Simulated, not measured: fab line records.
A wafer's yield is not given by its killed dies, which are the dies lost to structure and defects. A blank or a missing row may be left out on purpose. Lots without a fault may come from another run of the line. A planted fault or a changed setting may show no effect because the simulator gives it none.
fab line records	flow nand_harc
record: lots: 13	wafers: 39	last_day: 33
route steps=1302 shown P_M1@297 P_M2@318 END@1302
lots with no fault: from the same line, run without faults
start_h: hours from the record's opening day to when the first of the lot's shown wafers began	wait_h: hours from the lot's prior step to this one	" same as the row above	L1.1+2: a row that stands for several wafers	- no value present, or no start provided	* or withheld: withheld	< > ~ a bound
route shown NAME@n: a module of which the file shows steps, and the number in the route of the first	usual: the fault-free wafers' mean and standard deviation	same: alike in all rows	chamber/n: place in a boat	sites: the reading at each site	_std_site: how widely they spread, as a standard deviation	_edge_site: inner sites' mean taken away from outer sites' mean	radius_mm: how far each site lies from the wafer's centre	mask NAME#n: copy n	behind: tool/chamber where the wafer was last shaped	hold: why the lot was held/for how many hours/how that ended	device: which transistor (n, p or np) failed to switch	end of line: tests run on the same wafers once the route is complete	where a step has no rows: the recipe by itself	killed: dies lost to structure and defects at the first sort, not the wafer's yield	map: the dies of a wafer, with x for killed, . for not killed, _ for no die there
set.NAME: the setting that was run; set.NAME@STEP: the one run at that earlier step	model.NAME: the simulator's own value behind a step, which no gauge read
steps of the route over a sample of lots; a table a step, a row a wafer
services: when a tool's chamber went out of use (start_h, in hours from the record's first day, below 0 if earlier), for how many hours, and the reason
== steps ==
step: NHARC_P_M1_INSPECT_11
usual: raw_defect_count: 5/3.3
lot.wafer	tool	chamber	start_h	wait_h	raw_defect_count
L337.2	defect_inspect-02	-	121.99	0.0	4
L337.3	"	-	"	"	6
L337.6	"	-	"	"	1
L338.2	defect_inspect-01	-	134.87	0.0	3
L338.5	"	-	"	"	2
L338.6	"	-	"	"	2
L339.1	defect_inspect-01	-	142.98	0.0	1
L339.3	"	-	"	"	2
L339.4	"	-	"	"	6
L340.1	defect_inspect-02	-	152.92	0.0	4
L340.3	"	-	"	"	0
L340.4	"	-	"	"	3
L341.2	defect_inspect-01	-	165.92	0.0	3
L341.3	"	-	"	"	2
L341.6	"	-	"	"	2
L348.1	defect_inspect-01	-	240.95	0.0	4
L348.2	"	-	"	"	2
L348.6	"	-	"	"	4
L351.1	defect_inspect-02	-	275.48	0.0	14
L351.3	"	-	"	"	12
L351.4	"	-	"	"	12
L352.4	defect_inspect-01	-	277.44	0.0	7
L352.5	"	-	"	"	2
L352.6	"	-	"	"	4
L353.1	defect_inspect-01	-	286.17	0.0	6
L353.3	"	-	"	"	3
L353.6	"	-	"	"	3
L356.2	defect_inspect-02	-	321.50	0.0	6
L356.4	"	-	"	"	5
L356.5	"	-	"	"	0
L357.4	defect_inspect-02	-	331.91	0.0	1
L357.5	"	-	"	"	4
L357.6	"	-	"	"	7
L358.2	defect_inspect-02	-	333.92	0.0	3
L358.3	"	-	"	"	7
L358.4	"	-	"	"	5
L359.4	defect_inspect-02	-	351.29	0.0	9
L359.5	"	-	"	"	1
L359.6	"	-	"	"	5
step: NHARC_P_M1_PVD_21
recipe: target_thk_a: 300	chamber_pressure_pa: 5	power_w: 5000	substrate_temp_c: 30	time_s: 20.49	material: Cu
usual: chamber_pressure_pa: 4.999/0.0096	throttle_valve_pct: 29.5/0.81
same: time_s: 20.49
lot.wafer	tool	chamber	start_h	wait_h	chamber_pressure_pa	throttle_valve_pct
L337.2	pvd_sputter-03	-	-	-	4.989	29.1
L337.3	"	-	"	"	4.988	29.3
L337.6	"	-	"	"	5.009	29.1
L338.2	pvd_sputter-01	-	-	-	5.010	30.3
L338.6	"	-	"	"	4.979	30.1
L338.5	"	-	"	"	4.998	27.7
L339.3	pvd_sputter-03	-	-	-	4.983	29.5
L339.4	"	-	"	"	5.006	29.1
L339.1	"	-	"	"	4.981	29.6
L340.3	pvd_sputter-01	-	-	-	4.999	30.2
L340.4	"	-	"	"	5.009	27.6
L340.1	"	-	"	"	4.996	28.9
L341.3	pvd_sputter-01	-	-	-	4.991	27.6
L341.2	"	-	"	"	4.986	30.0
L341.6	"	-	"	"	5.007	28.7
L348.2	pvd_sputter-03	-	-	-	4.994	30.5
L348.1	"	-	"	"	4.989	29.9
L348.6	"	-	"	"	5.010	30.3
L351.1	pvd_sputter-03	-	-	-	4.984	29.4
L351.4	"	-	"	"	5.002	30.2
L351.3	"	-	"	"	4.998	29.9
L352.4	pvd_sputter-01	-	-	-	5.005	30.0
L352.6	"	-	"	"	4.989	29.8
L352.5	"	-	"	"	5.012	29.9
L353.3	pvd_sputter-03	-	-	-	4.996	30.4
L353.1	"	-	"	"	4.996	29.5
L353.6	"	-	"	"	4.996	30.1
L356.2	pvd_sputter-01	-	-	-	4.995	29.9
L356.4	"	-	"	"	4.999	29.9
L356.5	"	-	"	"	5.015	28.3
L357.4	pvd_sputter-03	-	-	-	4.997	30.0
L357.5	"	-	"	"	4.998	30.3
L357.6	"	-	"	"	5.004	29.9
L358.2	pvd_sputter-01	-	-	-	5.005	29.8
L358.4	"	-	"	"	4.993	28.1
L358.3	"	-	"	"	4.993	30.0
L359.4	pvd_sputter-02	-	-	-	4.996	30.7
L359.5	"	-	"	"	5.013	29.5
L359.6	"	-	"	"	5.001	29.7
step: NHARC_P_M1_CMP_23
recipe: t_overpolish_s: 20	target_thk_nm: 157.82
usual: motor_current_A: 11.5/1.2	retaining_ring_pressure_frac: 0.999/0.0051	slurry_flow_ml_min: 150.0/0.4	time_to_endpoint_s: 28/3.4
lot.wafer	tool	chamber	start_h	wait_h	motor_current_A	retaining_ring_pressure_frac	slurry_flow_ml_min	time_to_endpoint_s
L337.3	cmp-01	2	124.19	-	10.7	1.003	150.0	30
L337.2	"	1	"	"	14.0	0.990	150.0	28
L337.6	"	3	"	"	10.9	0.991	149.7	30
L338.2	cmp-01	1	137.11	-	12.9	1.002	149.7	25
L338.6	"	3	"	"	11.4	1.004	149.8	27
L338.5	"	0	"	"	10.0	1.004	150.3	20
L339.1	cmp-02	0	145.21	-	9.9	0.993	149.9	25
L339.3	"	1	"	"	12.0	0.997	150.2	31
L339.4	"	3	"	"	11.3	1.006	149.8	24
L340.4	cmp-02	1	155.14	-	12.5	0.994	149.9	32
L340.1	"	2	"	"	9.9	1.006	150.0	32
L340.3	"	3	"	"	11.8	1.001	150.6	26
L341.3	cmp-02	0	168.08	-	9.9	0.999	149.6	32
L341.2	"	1	"	"	13.2	1.009	149.7	32
L341.6	"	0	"	"	10.5	0.997	149.8	28
L348.2	cmp-02	0	243.25	-	10.1	1.004	149.3	29
L348.1	"	1	"	"	12.6	0.997	149.8	34
L348.6	"	2	"	"	10.6	0.999	150.8	38
L351.1	cmp-01	2	277.64	-	10.7	1.009	151.2	30
L351.4	"	0	"	"	9.8	0.992	149.7	24
L351.3	"	1	"	"	12.8	1.004	149.8	26
L352.4	cmp-02	3	279.60	-	11.7	0.997	149.8	29
L352.6	"	3	"	"	12.0	1.005	149.6	28
L352.5	"	0	"	"	10.6	0.997	150.2	27
L353.1	cmp-01	0	288.33	-	10.5	0.994	150.0	25
L353.3	"	1	"	"	13.3	0.984	150.4	27
L353.6	"	0	"	"	10.2	0.993	150.3	24
L356.2	cmp-01	0	324.17	-	9.8	0.986	150.0	24
L356.4	"	1	"	"	13.8	1.008	150.1	28
L356.5	"	0	"	"	10.4	1.001	149.7	24
L357.4	cmp-04	3	334.14	-	11.6	0.994	149.3	24
L357.6	"	1	"	"	12.9	0.998	150.8	22
L357.5	"	2	"	"	11.4	1.001	150.0	33
L358.4	cmp-01	2	337.22	-	10.3	1.008	150.2	28
L358.3	"	3	"	"	11.5	1.001	150.1	31
L358.2	"	0	"	"	10.4	1.001	151.1	23
L359.4	cmp-04	3	353.55	-	11.5	1.011	150.1	25
L359.6	"	0	"	"	14.1	0.993	149.9	27
L359.5	"	1	"	"	13.5	0.997	149.9	19
step: NHARC_P_M2_DEP_00
recipe: target_thk_a: 1825	target_thk_nm: 182.5	temp_c: withheld	pressure_torr: 5	flow_sccm: 200	rf_w: 600	material: SiOC
usual: showerhead_vpp_V: 1497/69
lot.wafer	tool	chamber	start_h	wait_h	showerhead_vpp_V
L337.3	pecvd-04	1	125.25	-	1509
L337.2	"	0	"	"	1427
L337.6	"	0	"	"	1401
L338.2	pecvd-03	2	138.06	-	1405
L338.5	"	0	"	"	1549
L338.6	"	1	"	"	1614
L339.1	pecvd-04	0	146.32	-	1423
L339.3	"	1	"	"	1477
L339.4	"	0	"	"	1391
L340.3	pecvd-03	1	156.16	-	1662
L340.1	"	2	"	"	1348
L340.4	"	0	"	"	1573
L341.3	pecvd-04	0	169.16	-	1419
L341.2	"	1	"	"	1475
L341.6	"	1	"	"	1460
L341.3	pecvd-04	0	169.75	-	1378
L341.2	"	1	"	"	1487
L341.6	"	1	"	"	1501
L348.1	pecvd-03	0	244.26	-	1582
L348.2	"	1	"	"	1649
L348.6	"	0	"	"	1581
L348.1	pecvd-03	0	245.18	-	1574
L348.2	"	1	"	"	1683
L348.6	"	0	"	"	1573
L351.1	pecvd-01	0	278.70	-	1449
L351.3	"	1	"	"	1564
L351.4	"	0	"	"	1448
L351.1	pecvd-01	0	279.52	-	1471
L351.3	"	1	"	"	1538
L351.4	"	0	"	"	1468
L352.6	pecvd-01	1	280.75	-	1533
L352.5	"	2	"	"	1527
L352.4	"	0	"	"	1436
L353.1	pecvd-01	0	289.41	-	1472
L353.3	"	1	"	"	1515
L353.6	"	2	"	"	1552
L356.2	pecvd-04	0	325.45	0.6	1398
L356.5	"	1	"	"	1476
L356.4	"	0	"	"	1402
L357.4	pecvd-01	1	335.23	-	1522
L357.5	"	2	"	"	1592
L357.6	"	0	"	"	1443
L358.2	pecvd-01	2	338.29	-	1570
L358.3	"	0	"	"	1444
L358.4	"	2	"	"	1580
L359.6	pecvd-01	1	354.63	-	1521
L359.4	"	2	"	"	1536
L359.5	"	0	"	"	1477
step: NHARC_END_SORT_01
recipe: temp_c: 25
usual: defect_limited_yield: 91/3	killed_at_array: 59/21	killed_at_other: 0.8/1.1	killed_at_periphery: 4.1/2.8	killed_dies: 64/20	killed_open: 3.1/1.7	killed_short: 2.4/1.6
same: gross_dies: 677
lot.wafer	tool	chamber	start_h	wait_h	defect_limited_yield[%]	killed_at_array	killed_at_other	killed_at_periphery	killed_dies	killed_open	killed_short
L337.2	prober-02	0	562.17	2.8	91	56	3	2	61	3	4
L337.3	prober-02	0	562.96	3.1	91	49	5	5	59	3	3
L337.6	prober-02	0	565.31	3.9	93	42	2	1	45	0	0
L338.2	prober-01	0	562.19	2.8	89	73	0	3	76	2	0
L338.5	prober-01	0	564.58	3.7	89	74	0	3	77	5	2
L338.6	prober-01	0	565.37	4.0	89	70	0	6	76	1	4
L339.1	prober-01	0	594.55	2.5	94	39	0	1	40	2	1
L339.3	prober-01	0	596.14	3.1	94	36	0	2	38	2	3
L339.4	prober-01	0	596.93	3.4	92	50	0	4	54	4	2
L341.2	prober-02	0	595.32	2.8	85	98	2	2	102	6	1
L341.3	prober-02	0	596.14	3.1	85	98	2	1	101	4	1
L341.6	prober-02	0	598.57	4.1	90	61	3	2	66	3	4
L340.1	prober-01	0	602.33	2.5	90	66	4	1	71	2	2
L340.3	prober-01	0	603.93	3.1	89	72	2	0	74	2	3
L340.4	prober-01	0	604.73	3.4	88	78	1	0	79	3	2
L348.1	prober-01	0	681.05	2.5	93	35	3	7	45	5	5
L348.2	prober-01	0	681.84	2.8	93	43	2	5	50	6	5
L348.6	prober-01	0	685.00	4.0	93	42	0	8	50	5	4
L352.4	prober-01	0	706.43	3.4	96	24	0	6	30	4	4
L352.5	prober-01	0	707.22	3.7	94	36	0	5	41	1	5
L352.6	prober-01	0	708.01	4.0	95	32	0	5	37	3	0
L351.1	prober-01	0	715.95	2.6	87	77	0	10	87	4	2
L351.3	prober-01	0	717.57	3.1	87	77	0	8	85	3	2
L351.4	prober-01	0	718.38	3.4	89	67	1	6	74	5	1
L353.1	prober-02	0	721.62	2.5	88	72	0	9	81	2	0
L353.3	prober-02	0	723.22	3.1	86	93	0	4	97	1	0
L353.6	prober-02	0	725.62	4.0	84	99	1	7	107	2	3
L356.2	prober-01	0	762.11	2.8	89	73	0	4	77	4	2
L356.4	prober-01	0	763.70	3.4	86	94	1	0	95	2	4
L356.5	prober-01	0	764.49	3.7	90	70	1	0	71	3	1
L358.2	prober-02	0	766.02	2.8	95	29	0	4	33	6	5
L358.3	prober-02	0	766.83	3.1	93	42	1	2	45	5	2
L358.4	prober-02	0	767.63	3.4	95	29	0	2	31	3	1
L357.4	prober-01	0	773.63	3.5	89	70	4	0	74	1	0
L357.5	prober-01	0	774.45	3.8	88	76	0	2	78	1	0
L357.6	prober-01	0	775.27	4.1	88	75	1	5	81	6	1
L359.4	prober-02	0	783.21	3.4	93	46	0	3	49	3	1
L359.5	prober-02	0	784.01	3.7	90	64	0	1	65	2	1
L359.6	prober-02	0	784.81	4.0	91	56	0	4	60	4	3
killed by level:class
L337.2 A_CHANNEL_HOLE_D2:chamber_film_flake=39 A_STAIRCASE:chamber_film_flake=5 THIN_TSV:chamber_film_flake=3 A_WL_FILL:chamber_film_flake=2 A_SOURCE_PLATE:geometric_particle:short=1 A_CHANNEL_FILL_D1:geometric_particle:short=1 A_CHANNEL_HOLE_D2:geometric_particle:short=1 A_CHANNEL_FILL_D2:geometric_particle:short=1
L338.2 A_CHANNEL_HOLE_D1:chamber_film_flake=35 A_SLIT:chamber_film_flake=25 A_STAIRCASE:chamber_film_flake=5 A_CHANNEL_HOLE_D2:chamber_film_flake=3 A_CONTACT:chamber_film_flake=3 P_CONTACT:geometric_particle:open=1 A_ONON_D2:geometric_particle:open=1 P_STI:chamber_film_flake=1
L337.3 A_CHANNEL_HOLE_D2:chamber_film_flake=31 A_STAIRCASE:chamber_film_flake=7 THIN_TSV:chamber_film_flake=5 P_GATE:chamber_film_flake=2 A_CHANNEL_FILL_D1:chamber_film_flake=2 A_CONTACT:chamber_film_flake=2 P_CONTACT:geometric_particle:open=1 P_M0:geometric_particle:open=1
L338.5 A_SLIT:chamber_film_flake=27 A_CHANNEL_HOLE_D1:chamber_film_flake=23 A_CHANNEL_HOLE_D2:chamber_film_flake=7 A_STAIRCASE:chamber_film_flake=5 A_WL_FILL:geometric_particle:open=2 A_WL_FILL:chamber_film_flake=2 A_CONTACT:chamber_film_flake=2 A_CHANNEL_HOLE_D1:geometric_particle:short=1
L337.6 A_CHANNEL_HOLE_D2:chamber_film_flake=34 A_STAIRCASE:chamber_film_flake=3 A_WL_FILL:chamber_film_flake=2 A_CHANNEL_HOLE_D1:chamber_film_flake=2 THIN_TSV:chamber_film_flake=2 P_M2:chamber_film_flake=1 A_CONTACT:chamber_film_flake=1
L338.6 A_CHANNEL_HOLE_D1:chamber_film_flake=30 A_SLIT:chamber_film_flake=23 A_CHANNEL_HOLE_D2:chamber_film_flake=8 A_WL_FILL:chamber_film_flake=3 P_BONDPAD:chamber_film_flake=2 A_STAIRCASE:chamber_film_flake=2 P_CONTACT:geometric_particle:open=1 P_M2:geometric_particle:short=1
L339.1 A_CHANNEL_HOLE_D2:chamber_film_flake=28 A_CONTACT:chamber_film_flake=5 A_CHANNEL_HOLE_D1:chamber_film_flake=2 A_ONON_D1:geometric_particle:open=1 A_DECK1_JOINT:geometric_particle:short=1 A_M0:geometric_particle:open=1 P_BONDPAD:chamber_film_flake=1 A_BLC:chamber_film_flake=1
L341.2 A_CHANNEL_HOLE_D2:chamber_film_flake=34 A_SLIT:chamber_film_flake=27 A_CHANNEL_HOLE_D1:chamber_film_flake=26 A_BLC:geometric_particle:open=3 A_DECK1_JOINT:chamber_film_flake=2 A_STAIRCASE:chamber_film_flake=2 THIN_TSV:chamber_film_flake=2 P_M1:geometric_particle:open=1
L339.3 A_CHANNEL_HOLE_D2:chamber_film_flake=24 A_CONTACT:chamber_film_flake=4 P_BONDPAD:chamber_film_flake=2 A_CHANNEL_HOLE_D1:chamber_film_flake=2 A_DECK1_JOINT:geometric_particle:short=1 A_ONON_D2:geometric_particle:open=1 A_SGD_CUT:geometric_particle:short=1 A_M0:geometric_particle:open=1
L341.3 A_CHANNEL_HOLE_D2:chamber_film_flake=38 A_CHANNEL_HOLE_D1:chamber_film_flake=27 A_SLIT:chamber_film_flake=23 A_STAIRCASE:chamber_film_flake=4 THIN_TSV:chamber_film_flake=2 P_CONTACT:geometric_particle:open=1 A_ONON_D1:geometric_particle:open=1 A_CHANNEL_HOLE_D2:geometric_particle:open=1
L339.4 A_CHANNEL_HOLE_D2:chamber_film_flake=35 P_BONDPAD:chamber_film_flake=4 A_CONTACT:chamber_film_flake=4 A_M0:geometric_particle:open=2 A_STAIRCASE:chamber_film_flake=2 A_ONON_D1:geometric_particle:open=1 A_ONON_D1:geometric_particle:short=1 A_DECK1_JOINT:geometric_particle:short=1
L341.6 A_SLIT:chamber_film_flake=21 A_CHANNEL_HOLE_D2:chamber_film_flake=16 A_CHANNEL_HOLE_D1:chamber_film_flake=16 A_M0:geometric_particle:short=3 THIN_TSV:chamber_film_flake=2 P_M2:geometric_particle:open=1 A_CHANNEL_FILL_D1:geometric_particle:short=1 A_CHANNEL_FILL_D1:geometric_particle:open=1
L340.1 A_CHANNEL_HOLE_D1:chamber_film_flake=26 A_SLIT:chamber_film_flake=21 A_CHANNEL_HOLE_D2:chamber_film_flake=8 THIN_TSV:chamber_film_flake=4 A_CONTACT:chamber_film_flake=3 A_CHANNEL_FILL_D2:geometric_particle:open=2 A_WL_FILL:chamber_film_flake=2 A_CHANNEL_FILL_D1:geometric_particle:short=1
L340.3 A_CHANNEL_HOLE_D1:chamber_film_flake=26 A_SLIT:chamber_film_flake=26 A_CHANNEL_HOLE_D2:chamber_film_flake=8 A_STAIRCASE:chamber_film_flake=4 A_CONTACT:chamber_film_flake=2 THIN_TSV:chamber_film_flake=2 A_CHANNEL_FILL_D1:geometric_particle:short=1 A_ONON_D2:geometric_particle:open=1
L340.4 A_CHANNEL_HOLE_D1:chamber_film_flake=36 A_SLIT:chamber_film_flake=26 A_CHANNEL_HOLE_D2:chamber_film_flake=4 A_SGD_CUT:chamber_film_flake=3 A_CONTACT:chamber_film_flake=2 A_ONON_D1:geometric_particle:open=1 A_CHANNEL_FILL_D1:geometric_particle:short=1 A_CHANNEL_HOLE_D2:geometric_particle:short=1
L348.1 A_CHANNEL_HOLE_D1:chamber_film_flake=19 A_CHANNEL_HOLE_D2:chamber_film_flake=6 P_STI:chamber_film_flake=3 THIN_TSV:chamber_film_flake=3 P_STI:geometric_particle:short=1 P_CONTACT:geometric_particle:short=1 P_CONTACT:geometric_particle:open=1 A_CHANNEL_FILL_D1:geometric_particle:open=1
L348.2 A_CHANNEL_HOLE_D1:chamber_film_flake=25 A_CONTACT:chamber_film_flake=4 A_CHANNEL_HOLE_D2:chamber_film_flake=3 A_BLC:geometric_particle:short=2 P_M2:chamber_film_flake=2 A_STAIRCASE:chamber_film_flake=2 P_GATE:geometric_particle:open=1 P_CONTACT:geometric_particle:open=1
L348.6 A_CHANNEL_HOLE_D1:chamber_film_flake=27 A_CHANNEL_FILL_D1:geometric_particle:open=2 P_ZERO_WELL:chamber_film_flake=2 A_DECK1_JOINT:chamber_film_flake=2 A_STAIRCASE:chamber_film_flake=2 A_SLIT:chamber_film_flake=2 A_BONDPAD:chamber_film_flake=2 P_GATE:geometric_particle:open=1
L352.4 A_CHANNEL_HOLE_D1:chamber_film_flake=6 A_CONTACT:chamber_film_flake=6 A_SLIT:chamber_film_flake=4 A_M1:chamber_film_flake=2 P_GATE:geometric_particle:short=1 P_GATE:geometric_particle:open=1 P_CONTACT:geometric_particle:open=1 P_M0:geometric_particle:open=1
L352.5 A_CHANNEL_HOLE_D1:chamber_film_flake=11 A_CONTACT:chamber_film_flake=7 A_DECK1_JOINT:chamber_film_flake=4 A_M1:chamber_film_flake=4 A_DECK1_JOINT:geometric_particle:short=2 P_GATE:chamber_film_flake=2 A_SGD_CUT:chamber_film_flake=2 A_SLIT:chamber_film_flake=2
L352.6 A_CHANNEL_HOLE_D1:chamber_film_flake=12 A_CONTACT:chamber_film_flake=6 A_SLIT:chamber_film_flake=5 A_STAIRCASE:chamber_film_flake=3 P_M1:chamber_film_flake=2 A_DECK1_JOINT:chamber_film_flake=2 P_CONTACT:geometric_particle:open=1 A_BLC:geometric_particle:open=1
L351.1 A_CHANNEL_HOLE_D1:chamber_film_flake=38 A_CHANNEL_HOLE_D2:chamber_film_flake=16 A_SLIT:chamber_film_flake=6 P_GATE:chamber_film_flake=5 P_CONTACT:chamber_film_flake=5 A_STAIRCASE:chamber_film_flake=5 A_DECK1_JOINT:chamber_film_flake=3 A_CONTACT:chamber_film_flake=3
L351.3 A_CHANNEL_HOLE_D1:chamber_film_flake=30 A_CHANNEL_HOLE_D2:chamber_film_flake=22 A_CONTACT:chamber_film_flake=9 P_CONTACT:chamber_film_flake=5 A_STAIRCASE:chamber_film_flake=3 P_GATE:chamber_film_flake=2 A_DECK1_JOINT:chamber_film_flake=2 A_SLIT:chamber_film_flake=2
L351.4 A_CHANNEL_HOLE_D2:chamber_film_flake=24 A_CHANNEL_HOLE_D1:chamber_film_flake=20 A_CONTACT:chamber_film_flake=8 A_SLIT:chamber_film_flake=6 P_GATE:chamber_film_flake=4 A_CHANNEL_FILL_D1:chamber_film_flake=3 A_ONON_D1:geometric_particle:open=2 P_CONTACT:chamber_film_flake=2
L353.1 A_CHANNEL_HOLE_D1:chamber_film_flake=37 A_SLIT:chamber_film_flake=20 A_CHANNEL_HOLE_D2:chamber_film_flake=10 P_M2:chamber_film_flake=5 P_GATE:chamber_film_flake=2 A_WL_FILL:chamber_film_flake=2 P_CONTACT:geometric_particle:open=1 A_CONTACT:geometric_particle:open=1
L353.3 A_SLIT:chamber_film_flake=32 A_CHANNEL_HOLE_D1:chamber_film_flake=31 A_CHANNEL_HOLE_D2:chamber_film_flake=20 A_STAIRCASE:chamber_film_flake=4 P_M2:chamber_film_flake=3 A_WL_FILL:chamber_film_flake=2 A_CONTACT:chamber_film_flake=2 A_WL_FILL:geometric_particle:open=1
L353.6 A_CHANNEL_HOLE_D1:chamber_film_flake=37 A_SLIT:chamber_film_flake=32 A_CHANNEL_HOLE_D2:chamber_film_flake=18 A_STAIRCASE:chamber_film_flake=4 A_WL_FILL:chamber_film_flake=3 A_CONTACT:chamber_film_flake=3 P_GATE:chamber_film_flake=2 P_M2:chamber_film_flake=2
L356.2 A_SLIT:chamber_film_flake=35 A_CHANNEL_HOLE_D1:chamber_film_flake=26 P_GATE:chamber_film_flake=4 A_CONTACT:chamber_film_flake=4 A_M0:geometric_particle:open=2 A_ONON_D1:geometric_particle:open=1 A_CHANNEL_HOLE_D1:geometric_particle:open=1 A_CHANNEL_HOLE_D2:geometric_particle:short=1
L356.4 A_CHANNEL_HOLE_D1:chamber_film_flake=40 A_SLIT:chamber_film_flake=36 A_STAIRCASE:chamber_film_flake=7 A_CONTACT:chamber_film_flake=4 A_CHANNEL_FILL_D1:geometric_particle:short=2 A_DECK1_JOINT:geometric_particle:short=2 A_ONON_D1:geometric_particle:open=1 A_CHANNEL_FILL_D1:geometric_particle:open=1
L356.5 A_SLIT:chamber_film_flake=26 A_CHANNEL_HOLE_D1:chamber_film_flake=24 A_CONTACT:chamber_film_flake=9 A_STAIRCASE:chamber_film_flake=5 A_CONTACT:geometric_particle:open=2 A_CHANNEL_HOLE_D2:geometric_particle:short=1 A_CHANNEL_FILL_D2:geometric_particle:open=1 A_ZERO_WELL:chamber_film_flake=1
L358.2 A_CHANNEL_HOLE_D1:chamber_film_flake=11 A_SLIT:chamber_film_flake=4 A_BLC:geometric_particle:open=3 P_ZERO_WELL:chamber_film_flake=2 A_CONTACT:chamber_film_flake=2 P_M0:geometric_particle:short=1 P_M2:geometric_particle:open=1 A_SOURCE_PLATE:geometric_particle:open=1
L358.3 A_CHANNEL_HOLE_D1:chamber_film_flake=19 A_CHANNEL_HOLE_D2:chamber_film_flake=4 A_SLIT:chamber_film_flake=4 A_WL_FILL:chamber_film_flake=3 A_CONTACT:chamber_film_flake=3 A_SOURCE_PLATE:geometric_particle:open=1 A_CHANNEL_FILL_D1:geometric_particle:open=1 A_DECK1_JOINT:geometric_particle:short=1
L358.4 A_CHANNEL_HOLE_D1:chamber_film_flake=11 A_SLIT:chamber_film_flake=9 A_CONTACT:chamber_film_flake=3 A_CHANNEL_FILL_D1:chamber_film_flake=2 A_ONON_D1:geometric_particle:open=1 A_CHANNEL_FILL_D1:geometric_particle:open=1 A_SGD_CUT:geometric_particle:short=1 A_WL_FILL:geometric_particle:open=1
L357.4 A_CHANNEL_HOLE_D2:chamber_film_flake=27 A_SLIT:chamber_film_flake=27 A_CHANNEL_HOLE_D1:chamber_film_flake=10 THIN_TSV:chamber_film_flake=4 A_CONTACT:chamber_film_flake=3 A_M1:geometric_particle:open=1 A_STAIRCASE:chamber_film_flake=1 A_WL_FILL:chamber_film_flake=1
L357.5 A_CHANNEL_HOLE_D2:chamber_film_flake=35 A_SLIT:chamber_film_flake=25 A_CHANNEL_HOLE_D1:chamber_film_flake=13 A_WL_FILL:geometric_particle:open=1 P_GATE:chamber_film_flake=1 P_BONDPAD:chamber_film_flake=1 A_STAIRCASE:chamber_film_flake=1 A_WL_FILL:chamber_film_flake=1
L357.6 A_CHANNEL_HOLE_D2:chamber_film_flake=30 A_SLIT:chamber_film_flake=29 A_CHANNEL_HOLE_D1:chamber_film_flake=6 A_CONTACT:chamber_film_flake=3 A_ONON_D1:geometric_particle:open=2 P_STI:chamber_film_flake=2 P_STI:geometric_particle:open=1 P_GATE:geometric_particle:open=1
L359.4 A_SLIT:chamber_film_flake=26 A_CONTACT:chamber_film_flake=8 A_BLC:chamber_film_flake=3 P_GATE:chamber_film_flake=2 A_CHANNEL_HOLE_D2:chamber_film_flake=2 A_SGD_CUT:chamber_film_flake=2 P_M0:geometric_particle:open=1 A_CHANNEL_FILL_D1:geometric_particle:short=1
L359.5 A_SLIT:chamber_film_flake=33 A_CONTACT:chamber_film_flake=12 A_CHANNEL_HOLE_D1:chamber_film_flake=7 A_CHANNEL_FILL_D1:chamber_film_flake=4 A_SGD_CUT:chamber_film_flake=3 A_CHANNEL_FILL_D2:geometric_particle:short=1 A_SLIT:geometric_particle:open=1 A_M0:geometric_particle:open=1
L359.6 A_SLIT:chamber_film_flake=26 A_CHANNEL_HOLE_D1:chamber_film_flake=7 A_CONTACT:chamber_film_flake=7 P_GATE:chamber_film_flake=3 A_CHANNEL_HOLE_D2:chamber_film_flake=3 A_SGD_CUT:chamber_film_flake=2 A_WL_FILL:chamber_film_flake=2 P_CONTACT:geometric_particle:open=1
== services ==
tool	chamber	start_h	hours	kind
cmp-04	-	102.61	2.1	repair
cmp-04	-	111.00	4.0	pm
pecvd-01	-	130.10	13.0	pm
cmp-02	-	134.58	4.0	pm
pvd_sputter-03	-	170.00	10.0	pm
pecvd-01	1	184.17	3.5	repair
pecvd-03	-	185.15	13.0	pm
cmp-02	-	185.42	1.9	repair
cmp-01	-	185.64	4.0	pm
cmp-01	-	201.67	2.5	repair
cmp-01	-	208.03	2.3	repair
pecvd-04	1	226.76	5.5	repair
pvd_sputter-01	-	229.59	10.0	pm
cmp-02	-	232.58	4.0	pm
pecvd-01	-	250.42	1.2	repair
cmp-01	-	251.69	4.4	repair
pecvd-04	-	269.20	13.0	pm
cmp-01	-	283.64	4.0	pm
pvd_sputter-03	-	291.28	6.7	repair
cmp-01	-	310.13	2.1	repair
pecvd-01	-	311.37	13.0	pm
cmp-02	-	330.58	4.0	pm
cmp-01	-	331.48	0.7	repair
pvd_sputter-03	-	348.00	10.0	pm
== key ==
first_sign: step: NHARC_P_M2_DEP_00	reading: visit	direction: added
effect none on later readings
met_at NHARC_P_M2_DEP_00
struck_lots L341,L348,L351
not_acting_at NHARC_P_M1_INSPECT_11,NHARC_P_M1_PVD_21,NHARC_P_M1_CMP_23
fault: kind: repeated_step_whole	tool: pecvd-01,pecvd-03,pecvd-04	chamber: -	onset_h: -	steps: NHARC_P_M2_DEP_00	times: 1	scope: struck_lots_only
